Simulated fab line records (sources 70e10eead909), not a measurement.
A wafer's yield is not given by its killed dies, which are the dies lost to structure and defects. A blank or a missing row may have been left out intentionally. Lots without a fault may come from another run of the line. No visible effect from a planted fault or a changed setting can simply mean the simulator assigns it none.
Which tool was responsible? / flow nandHarc / 15 lots (45 wafers sampled), 1 step of a 1302-step route

WHAT THE GAUGES SHOWED, per wafer
NHARC_P_ZERO_WELL_INSPECT_43. Usual: 13 for rawDefectCount, sd 6.
lot=L962; measured=day 2 03:43; on=defectInspect-01; rawDefectCount=9 18 9; flag=
lot=L963; measured=day 2 16:41; on=defectInspect-02; rawDefectCount=9 6 8; flag=
lot=L967; measured=day 4 05:41; on=defectInspect-02; rawDefectCount=14 15 26; flag=
lot=L968; measured=day 4 15:29; on=defectInspect-02; rawDefectCount=7 16 12; flag=
lot=L969; measured=day 5 05:37; on=defectInspect-02; rawDefectCount=10 13 12; flag=
lot=L970; measured=day 5 11:33; on=defectInspect-02; rawDefectCount=10 13 7; flag=
lot=L971; measured=day 5 21:37; on=defectInspect-01; rawDefectCount=9 6 10; flag=
lot=L972; measured=day 6 07:41; on=defectInspect-02; rawDefectCount=16 3 19; flag=
lot=L973; measured=day 6 17:26; on=defectInspect-01; rawDefectCount=7 6 4; flag=
lot=L974; measured=day 7 03:43; on=defectInspect-01; rawDefectCount=7 12 7; flag=
lot=L975; measured=day 7 13:46; on=defectInspect-01; rawDefectCount=22 10 29; flag=
lot=L977; measured=day 8 09:37; on=defectInspect-01; rawDefectCount=20 21 21; flag=
lot=L980; measured=day 9 15:37; on=defectInspect-02; rawDefectCount=18 14 17; flag=
lot=L983; measured=day 10 21:50; on=defectInspect-01; rawDefectCount=8 12 22; flag=
lot=L984; measured=day 11 07:42; on=defectInspect-02; rawDefectCount=7 16 20; flag=

WHAT TOOL EACH LOT RAN ON (gives the tool, then ch and the chambers of the sampled wafers, and finally the start)
There is no process step in the record ahead of these readings.

AS READ BY THE TOOLS THEMSELVES (means over the sampled wafers that have a number; for cases with no such wafer, the mark the record gives instead)
The record holds no such reading with a usual standard deviation.

THE ANSWER, worked out from the rows above alone
Rule: a lot is off if the mean of its wafers that have a number lies more than 3 standard deviations from the usual mean. Also off: a lot with no number at a reading for which 4 or more lots have one. All remaining lots with rows at the step are treated as sound. After the gauges, taken in route order, come the tools' own readings; for these a lot's mean is taken, as printed above. At the first step where some lot is off, the reading lying furthest off is the one used; lots without a number count as furthest.
No lot is off at any reading shown: from this, nothing can be told.

WHAT THE SIMULATOR PUT IN
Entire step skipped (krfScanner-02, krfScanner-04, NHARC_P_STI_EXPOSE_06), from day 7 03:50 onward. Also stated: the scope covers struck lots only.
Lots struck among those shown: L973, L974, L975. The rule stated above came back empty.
